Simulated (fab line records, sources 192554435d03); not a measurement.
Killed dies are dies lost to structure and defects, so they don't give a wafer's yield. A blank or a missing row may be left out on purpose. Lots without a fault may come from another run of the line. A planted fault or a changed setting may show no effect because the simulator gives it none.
Problem report in the 8D (eight disciplines) form, filled by code | flow n5_finfet | the parts of the form that need people (team, actions taken, sign-off) are left out

1. THE PROBLEM
run_length_s at N5_BEOL_M3_ETCH_70 reads a mean of 185.6 s on 2 wafers of 2 lots; wafers without a fault read 143.4 s with a standard deviation of 0.33. That is +99 or more standard deviations from the usual mean.
The step: etches SOC in N2/H2, target depth 80 nm, overetch 16 nm, time 120 s.
First seen on wafer L596.1, day 10 10:30, on rie_diel-06. The record holds 17 wafers of 6 lots with a number at this step. Rule for "out", or "out of limits": more than 4 standard deviations from the usual mean. The other wafers with a number count as sound.

2. WHAT IT IS AND WHAT IT IS NOT
question                    | is                | is not
which readings at this step | run_length_s      | drypump_motor_current_A, rf_vpp_V, showerhead_plenum_p_Torr, throttle_valve_pct
which lots                  | L596, L603        | L592, L595, L607, L609
which wafers of those lots  | L596.1, L603.1    | L596.3, L596.4, L603.5
read on which tools         | rie_diel-06       | rie_diel-01, rie_diel-04
when                        | from day 10 10:30 | up to then (5 sound wafers); but 10 sound wafers of L595, L603, L607, L609 came after

3. SUSPECTS, AND WHAT RULES EACH OUT
Counting: a tool at a process step up to the reading stays a suspect if it ran every lot that is out. Sound lots after the first of them don't rule it out here, since some wafers of a struck lot are sound.
- rie_diel-06 at N5_BEOL_M3_ETCHBACK_99 (etches SiO2 in CHF3, target depth 5 nm, time 10.4 s): kept. It ran every lot that is out, first L596 (day 10 10:28); its last sound lot up to then is L592 (day 9 06:44).
- rie_diel-06 at N5_BEOL_M3_ETCH_70 (etches SOC in N2/H2, target depth 80 nm, overetch 16 nm, time 120 s): kept. It ran every lot that is out, first L596 (day 10 10:30); its last sound lot up to then is L592 (day 9 06:47). Its own readings are out on those wafers: run_length_s.
Left after counting: rie_diel-06 at N5_BEOL_M3_ETCHBACK_99, rie_diel-06 at N5_BEOL_M3_ETCH_70.

4. THE CAUSE (what the simulator had put in)
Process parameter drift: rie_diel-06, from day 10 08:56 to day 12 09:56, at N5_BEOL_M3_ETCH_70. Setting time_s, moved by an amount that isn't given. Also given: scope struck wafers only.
Counting left 2 suspects, and this tool is among them.

5. THE CHAIN OF EFFECTS, in route order
Each row: a reading whose mean over the struck wafers that have a number lies more than 3 standard deviations from the usual. Only readings for which the record gives a usual standard deviation are gone through. hours: the time from each lot's start at the first step in this table that gives one to its start at this step, as a median over the lots. sigmas: the change in usual standard deviations.
hours | step               | reading      | usual   | on struck wafers | change | sigmas
0     | N5_BEOL_M3_ETCH_70 | run_length_s | 143.4 s | 185.6            | +42.2  | +99 or more
The process steps in it:
- N5_BEOL_M3_ETCH_70: etches SOC in N2/H2, target depth 80 nm, overetch 16 nm, time 120 s.
Later measuring or inspecting steps at which every struck wafer that the step has a row for has a number for every such reading, and none has moved that far: N5_BEOL_M4_RC_MEAS_101.

6. WHAT WOULD HAVE CAUGHT IT SOONER
In this record the first reading out of limits was taken at day 10 10:30, 2 hours after the fault began at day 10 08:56.
